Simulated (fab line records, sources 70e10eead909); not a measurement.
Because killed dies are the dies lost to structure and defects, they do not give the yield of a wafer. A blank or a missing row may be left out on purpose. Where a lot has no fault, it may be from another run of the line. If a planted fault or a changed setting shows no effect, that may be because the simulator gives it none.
Which tool was responsible? -- flow nand harc -- 24 lots, 72 wafers sampled, at 1 step of a route of 1302

== WHAT THE GAUGES READ, wafer by wafer ==
NHARC_A_CHANNEL_HOLE_D1_CD_MEAS_18.
lot,measured,on,cd nm (nm)
L074,day 8 07:50,cd sem-03,96.8 100.9 97.5
L076,day 9 03:01,cd sem-02,100.0 103.8 104.7
L075,day 9 04:03,cd sem-01,96.3 102.0 98.5
L077,day 9 20:34,cd sem-03,98.5 102.2 98.2
L078,day 9 23:02,cd sem-01,102.4 99.0 102.2
L079,day 10 20:59,cd sem-02,98.1 98.3 101.5
L080,day 11 06:41,cd sem-03,100.4 99.4 98.7
L081,day 11 15:44,cd sem-02,98.5 97.2 100.5
L082,day 12 03:30,cd sem-02,101.7 98.8 100.8
L083,day 12 23:21,cd sem-01,101.2 99.4 100.6
L084,day 13 04:17,cd sem-02,96.4 96.6 97.8
L085,day 13 05:01,cd sem-03,97.1 97.1 99.9
L086,day 13 16:53,cd sem-01,99.7 98.5 101.3
L087,day 13 17:49,cd sem-03,99.9 100.3 100.8
L089,day 14 13:35,cd sem-03,98.8 97.6 98.1
L088,day 14 15:22,cd sem-03,99.7 103.6 96.3
L090,day 15 00:56,cd sem-02,99.3 96.3 97.2
L091,day 15 17:31,cd sem-03,97.2 98.6 98.7
L092,day 15 20:10,cd sem-02,103.6 104.2 100.1
L093,day 16 11:54,cd sem-03,99.3 98.8 98.4
L094,day 16 15:50,cd sem-01,96.1 104.4 96.9
L095,day 17 11:31,cd sem-02,97.3 94.9 98.8
L096,day 17 11:58,cd sem-01,94.6 97.8 99.4
L097,day 18 00:35,cd sem-01,96.5 95.2 99.8

== WHICH TOOL RAN EACH LOT (tool, then ch and the chambers of the sampled wafers, then the start) ==
Before these readings, the record contains no process step.

== AS READ BY THE TOOLS THEMSELVES (means over the sampled wafers that have a number; for cases with no such wafer, the mark the record gives instead) ==
The record holds no such reading with a usual standard deviation.

== THE ANSWER, worked out from the rows above alone ==
Rule: usual is defined by the lots themselves. Put in order of their means at a reading, lots are off if they are a third of the lots or fewer, leave a main group of 4 or more, and stand apart from it by a gap of 3 or more times the standard deviation of the main group's means; of several such gaps the widest counts. A main group whose means are all the same, to the digits that the tables above print for the reading, isn't used. A lot without any number at a reading at which 4 lots or more have one is off too. Any other lot the step has rows for is counted as sound. First the gauges in route order, then the tools' own readings, where a lot's mean is used as printed above. At the first step where some lot is off, the reading lying furthest off is the one used; lots without a number count as furthest.
Across all readings shown, no lot is off: no conclusion can be drawn from this.

== WHAT THE SIMULATOR PUT IN ==
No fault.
